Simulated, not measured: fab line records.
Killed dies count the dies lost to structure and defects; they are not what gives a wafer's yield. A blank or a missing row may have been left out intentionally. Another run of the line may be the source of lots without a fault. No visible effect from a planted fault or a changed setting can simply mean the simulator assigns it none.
A lot that was struck, set against a sound lot || flow nand harc || 22 steps out of a route of 1302
Sound: these wafers, L339.4, L339.5, L339.6. Wafers L345.3, L345.4, L345.5 were the ones struck. The cause is named last.
Per side, at each step with rows, come the tool, then ch with its chambers, and then its first start. Under that, the readings that differ: sound wafers || struck wafers || difference of the means || sigmas: that difference in standard deviations of wafers without a fault.
alike: a reading whose means differ by less than 2 such deviations, as well as words and numbers matching on both sides. not compared: withheld readings; readings where some wafer has no value; bounds like >300 that might hide an equal value; numbers whose values overlap and for which the record gives no deviation.
A row with sigmas, a row that says differs or no value, or rows on one side alone: a step with any of these is where the two part. When numbers do not overlap yet have no deviation, they are printed without sigmas and do not part them. A reading that every wafer of one side lacks parts them only if that side has two wafers or more.

NHARC_P_CONTACT_CVD_23: deposits W, target thk 200 nm, time 557 s.
  sound on cvd w-02 ch 0,1; struck on cvd w-02 ch 0,1
  alike: heater power w, throttle valve pct
NHARC_P_CONTACT_CMP_24: polishes, t overpolish 30 s, target thk 200 nm.
  sound on cmp-03 ch 1,2, day 6 08:13; struck on cmp-03 ch 0,2, day 8 14:24
  alike: motor current A, overpolish run s, time to endpoint s
following that, these wafers have no rows for 1 step: NHARC_P_CONTACT_SRD_26.
NHARC_P_CONTACT_INSPECT_27:
  struck on defect inspect-02, day 8 14:49; sound on defect inspect-01, day 6 08:37
  alike: raw defect count
then, 7 steps without rows for these wafers: NHARC_P_M0_DEP_00 (deposits SiOC, target thk 150 nm); NHARC_P_M0_DEHYDRATE_01 (time 120 s); NHARC_P_M0_HMDS_02 (time 30 s); NHARC_P_M0_COAT_33 (time 65 s); NHARC_P_M0_COAT_03 (resist thk 90 nm); NHARC_P_M0_SOFTBAKE_04 (time 55 s); NHARC_P_M0_EBR_05.
NHARC_P_M0_EXPOSE_06: exposes mask P M0, target cd 90 nm.
  sound on arfi scanner-02 ch 0, day 6 09:23; struck on arfi scanner-02 ch 0, day 8 15:27
{"reading": "exposure dose mJ cm2", "sound": "81.19 81.30 81.25", "struck": "81.86 81.91 81.94", "difference": "+0.66", "sigmas": "+8"}
  alike: mask
then, 2 steps without rows for these wafers: NHARC_P_M0_PEB_07 (peb time 65 s); NHARC_P_M0_DEVELOP_08 (develop time 35 s).
NHARC_P_M0_CD_MEAS_09 targets a cd of 90 nm.
  sound on cd sem-02 ch 0, day 6 09:31; struck on cd sem-01 ch 0, day 8 15:35
{"reading": "cd nm (nm)", "sound": "90.5 90.6 90.8", "struck": "88.0 88.6 88.8", "difference": -2.2, "sigmas": -4}
NHARC_P_M0_OVL_MEAS_10: pitch 180 nm.
  struck on overlay-01, day 8 15:40; sound on overlay-01, day 6 09:36
  alike: overlay x nm, overlay y nm
NHARC_P_M0_INSPECT_11:
  struck on defect inspect-01, day 8 15:43; sound on defect inspect-01, day 6 09:38
  alike: raw defect count
NHARC_P_M0_DESCUM_14: chemistry O2, time 3 s.
  sound on rie diel-01 ch 2,3, day 6 09:42; struck on rie diel-11 ch 0,1, day 8 15:47
{"reading": "rf vpp V (V)", "sound": "60.2 60.2 56.8", "struck": "57.0 57.8 56.5", "difference": -2.0, "sigmas": -2}
{"reading": "model.P_M0.cd nm (nm)", "sound": "90.28 90.58 90.96", "struck": "88.5 89.25 89.08", "difference": -1.7, "sigmas": ""}
  alike: drypump motor current A, oes product au, showerhead plenum p Torr, throttle valve pct
  not compared: rf hours counter h
NHARC_P_M0_ETCH_34: etches the open film in N2/H2, target depth 40 nm, overetch 12 nm, time 43.94 s.
  sound on rie diel-01 ch 1,2,3, day 6 09:47; struck on rie diel-11 ch 0,1,2, day 8 15:52
  alike: drypump motor current A, h2 flow sccm, oes product au, rf vpp V, showerhead plenum p Torr, throttle valve pct
  not compared: rf hours counter h
NHARC_P_M0_ETCH_15: etches the open film in C4F8/Ar, target depth 150 nm, overetch 15 nm, time 82.5 s.
  sound on rie diel-01 ch 0,2,3; struck on rie diel-11 ch 0,2
{"reading": "model.P_M0.cd nm (nm)", "sound": "90.47 90.72 90.86", "struck": "88.75 88.84 89.22", "difference": -1.75, "sigmas": ""}
  alike: oes product au, rf vpp V
  not compared: rf hours counter h
NHARC_P_M0_CD_MEAS_16:
  struck on cd sem-03, day 8 16:07; sound on cd sem-03, day 6 10:01
{"reading": "cd nm (nm)", "sound": "90.3 90.7 90.9", "struck": "88.9 89.0 89.0", "difference": -1.7, "sigmas": -2}
following that, these wafers have no rows for 1 step: NHARC_END_SORT_01.

WHERE THEY PART
At NHARC_P_M0_EXPOSE_06 first; at NHARC_P_M0_CD_MEAS_16 last (within this record only).

WHY: whatever the simulator had introduced
Process parameter drift: arfi scanner-02, from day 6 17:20 on, at NHARC_P_M0_EXPOSE_06. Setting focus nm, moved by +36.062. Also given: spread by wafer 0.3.
